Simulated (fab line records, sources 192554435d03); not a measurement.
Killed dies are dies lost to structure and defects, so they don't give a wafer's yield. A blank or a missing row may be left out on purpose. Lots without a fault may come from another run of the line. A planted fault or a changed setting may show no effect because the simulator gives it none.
A struck lot beside a sound one | flow n5_finfet | 35 steps out of a route of 1938
Sound: wafers L969.1, L969.2, L969.6. Struck: wafers L958.3, L958.4. (L958.5 of the same lot was not struck and is left out.) The cause comes at the end.
At each step with rows: each side's tool, then ch and its chambers, then its first start. Under that, the readings that differ: sound wafers | struck wafers | difference of the means | sigmas: that difference in standard deviations of wafers without a fault.
alike: readings whose means differ by less than 2 such deviations, and words and numbers that are the same on both sides. not compared: withheld readings, readings that some wafer has no value for, bounds like >300 that may hide the same value, and numbers for which the record gives no deviation and whose values overlap.
The two part at a step that has a row with sigmas, a row that says differs or no value, or rows on one side only. Numbers that don't overlap but have no deviation are shown without sigmas and don't part them. A reading that every wafer of one side lacks parts them only if that side has two wafers or more.

first, 9 steps without rows for these wafers: N5_PMOS_HMC_CHANNEL_EPI_EPI_26 (deposits Si from SiH4/H2, target thk 3.8 nm, time 22.7 s); N5_FIN_SAQP_PRECLEAN_42 (cleans in O3/DIW, time 60 s); N5_FIN_SAQP_PRECLEAN_00 (cleans in SC1, time 60 s); N5_FIN_SAQP_PRECLEAN_44 (cleans in SC2, time 45 s); N5_FIN_SAQP_SRD_01 (time 30 s); N5_FIN_SAQP_ALD_61 (deposits SiO2, target thk 4 nm, pulse time 1 s, purge time 2 s); N5_FIN_SAQP_DENSIFY_62 (time 60 s); N5_FIN_SAQP_HM_DEP_03 (deposits SiNx from SiH4/NH3/N2, target thk 38 nm, time 33.6 s); N5_FIN_SAQP_PECVD_47 (deposits a-Si from SiH4/He, target thk 45 nm, time 36.3 s).
N5_FIN_SAQP_PECVD_48: deposits SiNx from SiH4/NH3/N2, target thk 25 nm, time 22.1 s.
  sound on pecvd-01 ch 1,2, day 7 10:50; struck on pecvd-01 ch 0,2, day 4 18:58
  reading                                     | sound             | struck      | difference | sigmas
  model.SiNx_of_FIN_SAQP_PECVD_48.thk_nm (nm) | 25.31 25.22 25.78 | 23.13 23.19 | -2.28      |
  alike: heater_power_w, showerhead_plenum_p_Torr, throttle_valve_pct
then, 24 steps without rows for these wafers: N5_FIN_SAQP_PECVD_06 (deposits a-Si from SiH4/He, target thk 60 nm, time 48.1 s); N5_FIN_SAQP_HM_DEP_72 (deposits SiO2 from SiH4/N2O, target thk 12 nm, time 7.2 s); N5_FIN_SAQP_COAT_49 (time 60 s, resist thk 100 nm); N5_FIN_SAQP_COAT_50 (time 60 s, resist thk 35 nm); N5_FIN_SAQP_COAT_10 (resist thk 90 nm); N5_FIN_SAQP_EBR_12; N5_FIN_SAQP_SOFTBAKE_11 (time 60 s); N5_FIN_SAQP_EXPOSE_13 (exposes mask FIN CORE, target cd 35.6 nm); N5_FIN_SAQP_PEB_14 (peb time 60 s); N5_FIN_SAQP_DEVELOP_15 (develop time 30 s); N5_FIN_SAQP_DESCUM_21 (chemistry O2, time 7.9 s); N5_FIN_SAQP_ETCH_51 (etches SiARC in CF4, target depth 45.5 nm, time 75.8 s); N5_FIN_SAQP_ETCH_52 (etches SOC in N2/H2, target depth 100 nm, overetch 20 nm, time 150 s); N5_FIN_SAQP_STRIP_53 (strips in N2/H2); N5_FIN_SAQP_HM_OPEN_73 (chemistry CHF3/O2, target SiO2, stops on a-Si, target depth 12 nm, time 16.8 s); N5_FIN_SAQP_STRIP_74 (strips in CHF3/O2); N5_FIN_SAQP_MANDREL_ETCH_22 (etches a-Si in HBr/Cl2, stops on SiNx, target depth 60 nm, bt time 10 s, time 30 s); N5_FIN_SAQP_STRIP_55 (strips in N2/H2); N5_FIN_SAQP_STRIP_23 (strips in SPM, time 750 s); N5_FIN_SAQP_SRD_66 (time 30 s); N5_FIN_SAQP_RECESS_75 (chemistry HF/NH3, target SiO2, target depth 14.4 nm, afs cycles 3, sublimation time 60 s); N5_FIN_SAQP_SPACER1_ALD_24 (deposits SiO2, target thk 20.3 nm, pulse time 1 s, purge time 2 s); N5_FIN_SAQP_SPACER1_ETCHBACK_25 (etches SiO2 in CHF3/O2, target depth 24.4 nm, time 12.2 s); N5_FIN_SAQP_MANDREL1_REMOVE_56 (chemistry HBr/Cl2/O2, target a-Si, stops on SiNx, bt time 10 s).
N5_FIN_SAQP_ETCH_57: etches SiNx in CH3F/O2, target depth 32.5 nm, time 46.4 s.
  sound on rie_diel-03 ch 0,2,3, day 7 13:28; struck on rie_diel-06 ch 2,3, day 4 22:55
  reading                  | sound             | struck      | difference | sigmas
  etch_rf_on_time_s (s)    | 47.4 46.0 48.0    | 44.1 44.1   | -3.0       | -2
  model.etch.depth_nm (nm) | 25.31 24.95 25.78 | 23.13 23.19 | -2.19      |
  alike: drypump_motor_current_A, oes_ar_750_au, oes_product_au, rf_vpp_V, showerhead_plenum_p_Torr, throttle_valve_pct
  not compared: rf_hours_counter_h

WHERE THEY PART
Only at N5_FIN_SAQP_ETCH_57, within this record.

WHY: what the simulator had put in
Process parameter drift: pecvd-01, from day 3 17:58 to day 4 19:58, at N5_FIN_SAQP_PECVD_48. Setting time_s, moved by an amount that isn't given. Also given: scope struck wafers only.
